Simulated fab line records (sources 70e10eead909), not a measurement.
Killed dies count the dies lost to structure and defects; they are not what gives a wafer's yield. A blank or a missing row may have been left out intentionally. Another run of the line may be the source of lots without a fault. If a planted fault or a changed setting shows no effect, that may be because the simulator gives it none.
fab line records    flow nandHarc
[record] lots = 6  wafers = 18  lastDay = 32
route steps=1302 shown A_CHANNEL_HOLE_D1@483 A_CHANNEL_FILL_D1@490 END@1302
lots that met no fault: from a run of the same line without faults
startH: start of the lot's first displayed wafer, in hours after the record's first day    waitH: hours since the lot's step before    " as in the row above    L1.1+2: one row covering several wafers at once    - no value, or no start was given    * or withheld: withheld    < > ~ a bound
route shown NAME@n: names a module that has steps shown in the file, with the first one's number in the route    usual: mean and standard deviation over wafers with no fault    same: alike in all rows    chamber/n: place in a boat    sites: readings site by site    _std_site: the values' standard deviation    _edge_site: outer sites' mean less inner sites'    radiusMm: how far each site lies from the wafer's centre    mask NAME#n: copy n    behind: the tool/chamber that last shaped the wafer    hold: why the lot was held/for how many hours/how that ended    device: names the non-switching transistor (n, p or np)    end of line: at the end of the route, the tests of the same wafers    for a step that has no rows: nothing shown but its recipe    killed: not the wafer's yield, but the dies lost to structure and defects at the first sort    map: a wafer's dies, x killed, . not, _ none there
set.NAME: the setting as run; set.NAME@STEP: as run at that earlier step    model.NAME: the simulator's own value behind a step, which no gauge read
lots seen at some steps along the route; tables by step, rows by wafer
services: from which hour (startH, from the record's first day; less than 0 if before it) a tool's chamber was out of use, for how many hours, and why
[[steps]]
[step NHARC_A_CHANNEL_HOLE_D1_ETCH_44]
[recipe] targetDepthA = 1400  overetchA = 140  timeS = 77  ionEnergyEv = 100  cf4FlowSccm = 80  o2FlowSccm = 20  arFlowSccm = 0  rfW = 300  biasW = 100  chemistry = CF4/O2
[step NHARC_A_CHANNEL_HOLE_D1_STRIP_27]
[recipe] o2FlowSccm = 500  arFlowSccm = 0  biasW = 0  chemistry = O2
[usual] drypumpMotorCurrentA = 5.5/0.54  oesProductAu = 1.005/0.01  rfVppV = 57.7/0.91  showerheadPlenumPTorr = 3.49/0.12  throttleValvePct = 17.037/0.0099
lot.wafer  tool        chamber  startH  waitH  drypumpMotorCurrentA  oesProductAu  rfHoursCounterH  rfVppV  showerheadPlenumPTorr  throttleValvePct
L332.2     rieDiel-11  1        -       -      5.5                   1.005         16               55.8    3.31                   17.045
L332.1     "           2        "       "      4.8                   1.017         13               57.4    3.55                   17.033
L332.4     "           0        "       "      5.4                   1.011         16               60.3    3.61                   17.046
L333.4     rieDiel-11  1        -       -      5.5                   0.997         17               56.4    3.31                   17.035
L333.6     "           0        "       "      5.4                   1.012         -                58.1    3.61                   17.029
L333.5     "           1        "       "      5.5                   0.998         -                56.9    3.31                   17.041
L343.3     rieDiel-11  2        -       -      4.8                   1.003         8                56.9    3.55                   17.032
L343.2     "           0        "       "      5.3                   1.020         6                58.4    3.60                   17.016
L343.1     "           1        "       "      5.5                   1.013         7                57.4    3.31                   17.036
L344.1     rieDiel-11  3        -       -      6.4                   1.013         8                57.7    3.45                   17.054
L344.3     "           0        "       "      5.4                   1.012         6                58.2    3.60                   17.041
L344.6     "           2        "       "      4.8                   1.001         -                59.0    3.55                   17.037
L345.4     rieDiel-11  3        -       -      6.4                   0.997         9                57.0    3.44                   17.038
L345.6     "           0        "       "      5.4                   1.011         -                57.9    3.60                   17.056
L345.5     "           1        "       "      5.6                   1.004         -                56.9    3.31                   17.035
L346.2     rieDiel-11  0        -       -      5.4                   1.024         8                58.2    3.60                   17.013
L346.1     "           2        "       "      4.8                   0.997         10               57.5    3.55                   17.041
L346.5     "           0        "       "      5.4                   1.017         -                58.5    3.60                   17.017
[step NHARC_A_CHANNEL_HOLE_D1_PRECLEAN_28]
[recipe] timeS = *  tempC = 50  bathAgeMin = 0  chemistry = SC1
[step NHARC_A_CHANNEL_HOLE_D1_SRD_29]
[step NHARC_A_CHANNEL_HOLE_D1_CD_MEAS_30]
[usual] cdNm = 89.8/1.1
lot.wafer  tool      chamber  startH  waitH  cdNm
L332.1     cdSem-01  -        230.34  0.1    91.0
L332.2     "         -        "       "      90.8
L332.4     "         -        "       "      89.9
L333.4     cdSem-01  -        243.39  -      88.4
L333.5     "         -        "       "      89.5
L333.6     "         -        "       "      91.5
L343.1     cdSem-01  -        352.01  -      89.9
L343.2     "         -        "       "      89.4
L343.3     "         -        "       "      90.3
L344.1     cdSem-02  -        355.08  0.1    90.1
L344.3     "         -        "       "      90.5
L344.6     "         -        "       "      90.8
L345.4     cdSem-01  -        365.31  0.1    89.5
L345.5     "         -        "       "      88.0
L345.6     "         -        "       "      90.1
L346.1     cdSem-03  -        376.04  -      89.2
L346.2     "         -        "       "      88.6
L346.5     "         -        "       "      90.5
[step NHARC_A_CHANNEL_HOLE_D1_XSEM_31]
[recipe] landingEnergyEv = 35000
[usual] botCdNm = 74.4/1.3  bowNm = 8.7/0.32  tiltDeg = 0.08/0.038
lot.wafer  tool     chamber  startH  waitH  botCdNm  bowNm  tiltDeg
L332.1     xsem-02  0        230.44  0.1    75.7     8.9    0.08
L332.2     "        0        "       "      76.4     8.8    0.09
L332.4     "        0        "       "      75.3     8.8    0.08
L333.4     xsem-02  0        243.49  0.1    74.4     8.4    0.17
L333.5     "        0        "       "      75.5     8.4    0.17
L333.6     "        0        "       "      76.8     8.5    0.17
L343.1     xsem-02  0        352.10  0.1    75.3     8.4    0.06
L343.2     "        0        "       "      75.3     8.5    0.06
L343.3     "        0        "       "      74.8     8.5    0.06
L344.1     xsem-01  0        355.17  0.1    74.9     8.6    0.13
L344.3     "        0        "       "      75.4     8.7    0.14
L344.6     "        0        "       "      75.1     8.7    0.13
L345.4     xsem-02  0        365.41  0.1    73.3     8.4    0.08
L345.5     "        0        "       "      72.9     8.4    0.07
L345.6     "        0        "       "      75.0     8.4    0.07
L346.1     xsem-02  0        376.13  0.1    73.5     8.3    0.14
L346.2     "        0        "       "      71.4     8.2    0.14
L346.5     "        0        "       "      74.4     8.3    0.14
[step NHARC_A_CHANNEL_HOLE_D1_INSPECT_40]
[usual] rawDefectCount = 75/32
lot.wafer  tool              chamber  startH  waitH  rawDefectCount
L332.1     defectInspect-02  -        230.53  -      36
L332.2     "                 -        "       "      63
L332.4     "                 -        "       "      48
L333.4     defectInspect-02  -        243.58  -      50
L333.5     "                 -        "       "      63
L333.6     "                 -        "       "      40
L343.1     defectInspect-02  -        352.20  -      29
L343.2     "                 -        "       "      36
L343.3     "                 -        "       "      36
L344.1     defectInspect-01  -        355.26  -      83
L344.3     "                 -        "       "      89
L344.6     "                 -        "       "      87
L345.4     defectInspect-02  -        365.49  -      132
L345.5     "                 -        "       "      131
L345.6     "                 -        "       "      91
L346.1     defectInspect-02  -        376.23  -      134
L346.2     "                 -        "       "      148
L346.5     "                 -        "       "      174
[step NHARC_A_CHANNEL_FILL_D1_PRECLEAN_00]
[recipe] timeS = *  tempC = 50  bathAgeMin = 0  chemistry = SC1
[step NHARC_A_CHANNEL_FILL_D1_SRD_01]
[step NHARC_A_CHANNEL_FILL_D1_ALD_02]
[recipe] targetThkA = 60  pulseTimeS = 10  aldCycles = 60  tempC = 300  material = SiO2
[usual] aldCycles = 60/0  heaterPowerW = 471/34  precursorPulseHeightRel = 1.002/0.02
lot.wafer  tool      chamber  startH  waitH  aldCycles  heaterPowerW  precursorPulseHeightRel
L332.1     aldHk-01  3        230.80  -      60         499           1.017
L332.2     "         0        "       "      60         466           1.043
L332.4     "         1        "       "      60         466           1.007
L333.4     aldHk-03  1        243.76  -      60         426           1.028
L333.5     "         1        "       "      60         446           1.006
L333.6     "         2        "       "      60         469           0.984
L343.1     aldHk-03  3        352.84  -      60         496           0.967
L343.3     "         0        "       "      60         488           0.994
L343.2     "         2        "       "      60         471           1.011
L344.1     aldHk-01  3        355.50  0.1    60         507           1.035
L344.3     "         2        "       "      60         482           0.988
L344.6     "         3        "       "      60         521           1.021
L345.4     aldHk-02  1        366.04  0.3    60         426           0.964
L345.6     "         2        "       "      60         523           0.968
L345.5     "         3        "       "      60         406           0.997
L346.2     aldHk-03  1        376.60  0.3    60         437           0.982
L346.1     "         2        "       "      60         467           1.013
L346.5     "         0        "       "      60         480           1.009
[step NHARC_A_CHANNEL_FILL_D1_ALD_03]
[recipe] targetThkA = 60  pulseTimeS = 60  aldCycles = 58  tempC = 630  pressureTorr = 2  material = SiNx
[step NHARC_A_CHANNEL_FILL_D1_ALD_14]
[recipe] targetThkA = 25  pulseTimeS = 10  aldCycles = 25  tempC = 300  material = SiO2
[usual] aldCycles = 25/0  heaterPowerW = 471/34  precursorPulseHeightRel = 1.000/0.02
lot.wafer  tool      chamber  startH  waitH  aldCycles  heaterPowerW  precursorPulseHeightRel
L332.4     aldHk-01  3        237.86  0.1    25         502           1.014
L332.1     "         0        "       "      25         470           1.001
L332.2     "         1        "       "      25         461           0.945
L333.4     aldHk-03  0        250.89  0.1    25         469           1.005
L333.5     "         2        "       "      25         452           1.020
L333.6     "         3        "       "      25         478           0.982
L343.1     aldHk-01  0        359.89  0.1    25         441           1.007
L343.2     "         1        "       "      25         478           1.016
L343.3     "         2        "       "      25         471           1.012
L344.3     aldHk-01  0        360.11  0.3    25         448           0.998
L344.1     "         2        "       "      25         459           1.030
L344.6     "         0        "       "      25         455           1.006
L345.4     aldHk-03  3        372.91  0.0    25         489           0.994
L345.6     "         3        "       "      25         484           1.007
L345.5     "         0        "       "      25         473           0.992
L346.1     aldHk-03  0        384.03  0.2    25         485           1.015
L346.2     "         1        "       "      25         423           0.986
L346.5     "         2        "       "      25         467           1.012
[step NHARC_A_CHANNEL_FILL_D1_ALD_15]
[recipe] targetThkA = 20  pulseTimeS = 60  aldCycles = 19  tempC = 630  pressureTorr = 2  material = SiNx
[usual] aldCycles = 19/0  chamberPressureTorr = 2.001/0.0045  precursorPulseHeightRel = 1.000/0.02
lot.wafer  tool            chamber  startH  waitH  aldCycles  chamberPressureTorr  precursorPulseHeightRel
L332.1     aldSinBatch-02  0        240.94  -      19         2.007                1.006
L332.2     "               0        "       "      19         2.008                0.967
L332.4     "               0        "       "      19         2.007                0.988
L333.4     aldSinBatch-01  0        253.93  -      19         2.003                0.993
L333.5     "               0        "       "      19         2.007                0.985
L333.6     "               0        "       "      19         2.005                0.984
L343.1     aldSinBatch-02  0        362.98  -      24         2.003                1.011
L343.2     "               0        "       "      24         2.005                0.997
L343.3     "               0        "       "      24         1.997                1.023
L344.1     aldSinBatch-02  0        362.98  -      24         1.995                1.017
L344.3     "               0        "       "      24         2.006                0.990
L344.6     "               0        "       "      24         2.002                1.002
L345.4     aldSinBatch-01  0        376.06  -      19         1.997                1.000
L345.5     "               0        "       "      19         1.991                0.995
L345.6     "               0        "       "      19         1.998                0.981
L346.1     aldSinBatch-01  0        387.23  3.1    19         1.999                0.978
L346.2     "               0        "       "      19         1.997                1.005
L346.5     "               0        "       "      19         2.002                1.014
[step NHARC_A_CHANNEL_FILL_D1_ALD_16]
[recipe] targetThkA = 15  pulseTimeS = 10  aldCycles = 15  tempC = 300  material = SiO2
[usual] aldCycles = 15/0  heaterPowerW = 473/41  precursorPulseHeightRel = 0.999/0.02
lot.wafer  tool      chamber  startH  waitH  aldCycles  heaterPowerW  precursorPulseHeightRel
L332.1     aldHk-02  0        243.05  0.1    15         543           1.009
L332.4     "         1        "       "      15         438           1.008
L332.2     "         2        "       "      15         523           1.014
L333.4     aldHk-02  2        257.15  1.2    15         513           0.966
L333.5     "         3        "       "      15         402           0.958
L333.6     "         0        "       "      15         536           1.003
L343.3     aldHk-02  3        365.00  0.0    15         405           1.011
L343.2     "         0        "       "      15         545           0.959
L343.1     "         1        "       "      15         439           1.015
L344.3     aldHk-03  3        365.03  0.1    15         492           1.033
L344.1     "         1        "       "      15         438           0.993
L344.6     "         3        "       "      15         488           1.025
L345.4     aldHk-03  2        378.19  0.1    15         476           0.982
L345.5     "         1        "       "      15         438           1.005
L345.6     "         2        "       "      15         483           0.982
L346.2     aldHk-02  0        392.47  3.3    15         520           1.018
L346.1     "         1        "       "      15         433           1.012
L346.5     "         1        "       "      15         428           0.988
[step NHARC_END_SORT_01]
[recipe] tempC = 25
[usual] killedAtArray = 63/17  killedAtOther = 0.8/1.1  killedAtPeriphery = 3.5/3  killedDies = 67/17  killedOpen = 3.1/1.6  killedShort = 2.6/1.4
[same] grossDies = 677
lot.wafer  tool       chamber  startH  waitH  killedAtArray  killedAtOther  killedAtPeriphery  killedDies  killedOpen  killedShort
L346.1     prober-01  0        751.10  2.5    81             0              1                  82          5           2
L346.5     prober-01  0        754.36  3.8    102            1              1                  104         1           3
// killed by level:class
L346.1 A_CHANNEL_HOLE_D1:chamberFilmFlake=31 A_SLIT:chamberFilmFlake=29 A_CONTACT:chamberFilmFlake=5 A_CHANNEL_HOLE_D2:chamberFilmFlake=3 A_STAIRCASE:chamberFilmFlake=2 A_ONON_D1:geometricParticle:short=1 A_ONON_D1:geometricParticle:open=1 A_CHANNEL_HOLE_D2:geometricParticle:open=1
L346.5 A_SLIT:chamberFilmFlake=39 A_CHANNEL_HOLE_D1:chamberFilmFlake=35 A_CONTACT:chamberFilmFlake=7 A_BLC:chamberFilmFlake=5 A_DECK1_JOINT:chamberFilmFlake=3 A_CHANNEL_HOLE_D2:chamberFilmFlake=3 A_CHANNEL_FILL_D2:chamberFilmFlake=2 A_STAIRCASE:chamberFilmFlake=2
[[services]]
tool            chamber  startH  hours  kind
rieDiel-11      0        210.03  -      clean
aldHk-03        -        212.45  10.0   pm
aldHk-03        0        212.45  10.0   ventCycle
aldHk-03        1        212.45  10.0   ventCycle
aldHk-03        2        212.45  10.0   ventCycle
aldHk-03        3        212.45  10.0   ventCycle
rieDiel-11      2        215.92  5.0    repair
aldHk-03        0        222.45  -      clean
aldHk-03        1        222.45  -      clean
aldHk-03        2        222.45  -      clean
aldHk-03        3        222.45  -      clean
rieDiel-11      -        255.50  9.0    pm
aldSinBatch-02  -        266.00  26.0   pm
aldHk-01        -        296.00  10.0   pm
rieDiel-11      0        329.61  7.2    repair
aldHk-02        -        350.84  10.0   pm
aldHk-01        -        371.88  1.0    repair
xsem-01         -        374.00  14.0   pm
rieDiel-11      -        386.13  0.5    repair
aldHk-03        -        390.69  10.0   pm
aldHk-03        0        390.69  10.0   ventCycle
aldHk-03        1        390.69  10.0   ventCycle
aldHk-03        2        390.69  10.0   ventCycle
aldHk-03        3        390.69  10.0   ventCycle
[[key]]
[firstSign] step = NHARC_A_CHANNEL_FILL_D1_ALD_15  reading = aldCycles  direction = up  sigmas = 99+  usual = 19  struck = 24
effect none on later readings
metAt NHARC_A_CHANNEL_FILL_D1_ALD_15
struckWafers L343.1,L343.2,L343.3,L344.1,L344.3,L344.6
testerLeftOut L343,L344
[loopTrim] step = NHARC_A_CHANNEL_HOLE_D1_EXPOSE_07  setting = dose  lots = L343
onsetBetween 240.94 362.98
[fault] kind = processParameterDrift  tool = aldSinBatch-02  chamber = -  onsetH = 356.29  steps = NHARC_A_CHANNEL_FILL_D1_ALD_15  channel = aldCycles  offset = 5  shape = step  endH = 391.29  actsIn = theseRecipesOnly  stated = 19
// testerLeftOut: of these lots the tester's yield and bins aren't shown, on N5 and GAA mostly nor the transistor test; their killed dies are dies lost to structure and defects alone, not to doping, threshold or leakage, so they don't give the yield
// loopTrim: a control loop set the setting to another value than it would have without faults
